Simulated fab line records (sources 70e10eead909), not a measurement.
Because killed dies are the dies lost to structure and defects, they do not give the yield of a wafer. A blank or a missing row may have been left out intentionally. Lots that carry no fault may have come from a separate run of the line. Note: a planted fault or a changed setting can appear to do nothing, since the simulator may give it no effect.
Code-filled problem report in 8D (eight disciplines) form / flow nand_harc / the parts of the form that need people (team, actions taken, sign-off) are left out

## 1. THE PROBLEM
Mean of cd_nm at NHARC_P_M2_CD_MEAS_09: 161.8 nm across 6 wafers in 2 lots; on wafers with no fault it is 170.1 nm (standard deviation 0.5). That is -17 standard deviations from the usual mean.
The step: target cd 170 nm.
The first sign was on wafer L706.1 at day 10 15:55, on cd_sem-03. At this step, 33 wafers from 11 lots have a number in the record. Rule for "out" (also "out of limits"): further than 4 standard deviations from the usual mean. The other wafers with a number count as sound.

## 2. WHAT IT IS; WHAT IT IS NOT
question=which readings at this step; is=cd_nm; is not=-
question=which lots; is=L706, L708; is not=L688, L689, L691, L695, L697, L699, L700, L701, L704
question=which wafers of those lots; is=all that have a number; is not=-
question=read on which gauges; is=cd_sem-03; is not=cd_sem-01, cd_sem-02
question=when; is=from day 10 15:55; is not=up to then (27 sound wafers)

## 3. SUSPECTS, AND WHAT RULES EACH OUT
Counting: a tool at a process step up to the reading stays a suspect if it ran every lot that is out and no sound lot after the first of them.
- the gauge at NHARC_P_M2_CD_MEAS_09 is ruled out. All the wafers that are out were read on cd_sem-03, but those of them that NHARC_P_M2_PEB_07 has rows for are out there too, on other tools.
- litho_track-04 at NHARC_P_M2_PEB_07 (peb time 65 s): kept. All lots that are out passed through it, beginning with L706 at day 10 15:50, and no sound lot followed; its final sound lot before that point was L704 at day 10 09:04. Its own heater_power_total_W readings are out on those wafers.
Remaining after the count: litho_track-04 at NHARC_P_M2_PEB_07.

## 4. THE CAUSE (what the simulator had put in)
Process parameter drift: litho_track-04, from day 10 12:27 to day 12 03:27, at NHARC_P_M2_PEB_07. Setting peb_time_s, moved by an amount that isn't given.
Only this tool survived the counting.

## 5. THE EFFECT CHAIN, in route order
Each row: a reading where the mean over the struck wafers with a number is more than 3 standard deviations away from the usual. Readings are gone through only where the record gives a usual standard deviation; hours: the median, over the lots, of the time from a lot's start at the first step in this table giving one to that lot's start at this step; sigmas: the change measured in usual standard deviations.
hours=0; step=NHARC_P_M2_PEB_07; reading=heater_power_total_W; usual=156.6 W; on struck wafers=180.8; change=+24.2; sigmas=+59
hours=0; step=NHARC_P_M2_CD_MEAS_09; reading=cd_nm; usual=170.1 nm; on struck wafers=161.8; change=-8.3; sigmas=-17
Process steps it contains:
- NHARC_P_M2_PEB_07: peb time 65 s.
At these later measuring or inspecting steps, every struck wafer for which the step has a row has a number for every such reading, and none has moved that far: NHARC_END_SORT_01.

## 6. HOW IT WOULD HAVE BEEN CAUGHT EARLIER
Counted from the fault's start at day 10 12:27, it took 3 hours until the first out-of-limits reading at a measuring or inspecting step in this record, taken at day 10 15:55.
The tool's own readings at NHARC_P_M2_PEB_07 were out on every struck wafer that the step has a row for (heater_power_total_W): an alarm limit on them would have fired on the first of those.
Lots out: 2; of these, L708 started NHARC_P_M2_PEB_07 on litho_track-04 after day 10 15:55. Putting the tool on hold at that point would have spared it.
